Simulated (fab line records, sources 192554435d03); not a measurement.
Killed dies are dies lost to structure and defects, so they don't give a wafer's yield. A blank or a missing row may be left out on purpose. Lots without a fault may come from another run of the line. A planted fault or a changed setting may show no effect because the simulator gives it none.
Which tool did it? | flow n5_finfet | 8 lots, 24 wafers sampled, at 5 steps of a route of 1938

WHAT THE GAUGES READ, wafer by wafer
N5_FIN_SAQP_CD_MEAS_27: target cd 20 nm.
lot  | measured    | on        | cd_nm (nm)
L882 | day 2 11:47 | cd_sem-02 | 20.10 20.61 20.47
L883 | day 2 18:33 | cd_sem-01 | 20.53 20.48 20.25
L887 | day 3 20:08 | cd_sem-01 | 20.01 20.60 19.91
L894 | day 5 12:13 | cd_sem-02 | - - -
L895 | day 5 17:59 | cd_sem-02 | - - -
L900 | day 7 02:03 | cd_sem-03 | 20.20 20.10 20.44
L901 | day 7 06:59 | cd_sem-01 | 19.68 20.29 20.07
L902 | day 7 11:50 | cd_sem-02 | 20.29 20.29 19.95

WHICH TOOL RAN EACH LOT (tool, then ch and the chambers of the sampled wafers, then the start)
lot  | N5_FIN_SAQP_ALD_61               | N5_FIN_SAQP_DESCUM_21             | N5_FIN_SAQP_ETCH_52               | N5_FIN_SAQP_HM_OPEN_73
L882 | ald_sin-02 ch 1,3, day 2 08:36   | rie_diel-01 ch 2,3, day 2 09:46   | rie_diel-01 ch 2,3, day 2 09:52   | rie_diel-01 ch 2,3, day 2 09:58
L883 | ald_sin-01 ch 0,2,3, day 2 14:59 | rie_diel-01 ch 1,2,3, day 2 16:11 | rie_diel-01 ch 1,2,3, day 2 16:19 | rie_diel-01 ch 1,2,3, day 2 16:24
L887 | ald_sin-03 ch 2,3, day 3 16:32   | rie_diel-05 ch 1,2,3, day 3 17:47 | rie_diel-05 ch 1,2,3, day 3 17:53 | rie_diel-05 ch 1,2,3, day 3 17:59
L894 | ald_sin-01 ch 0,1,2, day 5 08:46 | rie_diel-05 ch 0,1,2, day 5 10:04 | rie_diel-05 ch 0,1,2, day 5 10:09 | rie_diel-05 ch 0,1,2, day 5 10:16
L895 | ald_sin-03 ch 1,2, day 5 14:31   | rie_diel-01 ch 1,2, day 5 15:55   | rie_diel-01 ch 1,2, day 5 16:00   | rie_diel-01 ch 1,2, day 5 16:06
L900 | ald_sin-02 ch 0,2,3, day 6 22:49 | rie_diel-01 ch 1,3, day 7 00:00   | rie_diel-01 ch 1,3, day 7 00:05   | rie_diel-01 ch 1,3, day 7 00:12
L901 | ald_sin-03 ch 0,1,2, day 7 02:35 | rie_diel-05 ch 2,3, day 7 04:23   | rie_diel-05 ch 2,3, day 7 04:29   | rie_diel-05 ch 2,3, day 7 04:35
L902 | ald_sin-02 ch 0,2,3, day 7 08:38 | rie_diel-01 ch 0,1,3, day 7 09:48 | rie_diel-01 ch 0,1,3, day 7 09:53 | rie_diel-01 ch 0,1,3, day 7 10:00
- N5_FIN_SAQP_ALD_61: deposits SiO2, target thk 4 nm, pulse time 1 s, purge time 2 s.
- N5_FIN_SAQP_DESCUM_21: chemistry O2, time 7.9 s.
- N5_FIN_SAQP_ETCH_52: etches SOC in N2/H2, target depth 100 nm, overetch 20 nm, time 150 s.
- N5_FIN_SAQP_HM_OPEN_73: chemistry CHF3/O2, target SiO2, stops on a-Si, target depth 12 nm, time 16.8 s.

THE ANSWER, worked out from the rows above alone
Rule: what is usual is taken from the lots themselves. Put in order of their means at a reading, lots are off if they are a third of the lots or fewer, leave a main group of 4 or more, and stand apart from it by a gap of 3 or more times the standard deviation of the main group's means; of several such gaps the widest counts. A main group whose means are all the same, to the digits that the tables above print for the reading, isn't used. A lot without any number at a reading at which 4 lots or more have one is off too. The other lots that the step has rows for count as sound.
Off: L894, L895, at N5_FIN_SAQP_CD_MEAS_27 (cd_nm). Without a number there: L894, L895. The main group: mean 20.24 nm, standard deviation 0.14.
A tool fits if, at a process step before that reading, it ran every lot that is off, and no sound lot after the first of them. The gauges at N5_FIN_SAQP_CD_MEAS_27 are tried like those tools. None of those tried fits.

WHAT THE SIMULATOR HAD PUT IN
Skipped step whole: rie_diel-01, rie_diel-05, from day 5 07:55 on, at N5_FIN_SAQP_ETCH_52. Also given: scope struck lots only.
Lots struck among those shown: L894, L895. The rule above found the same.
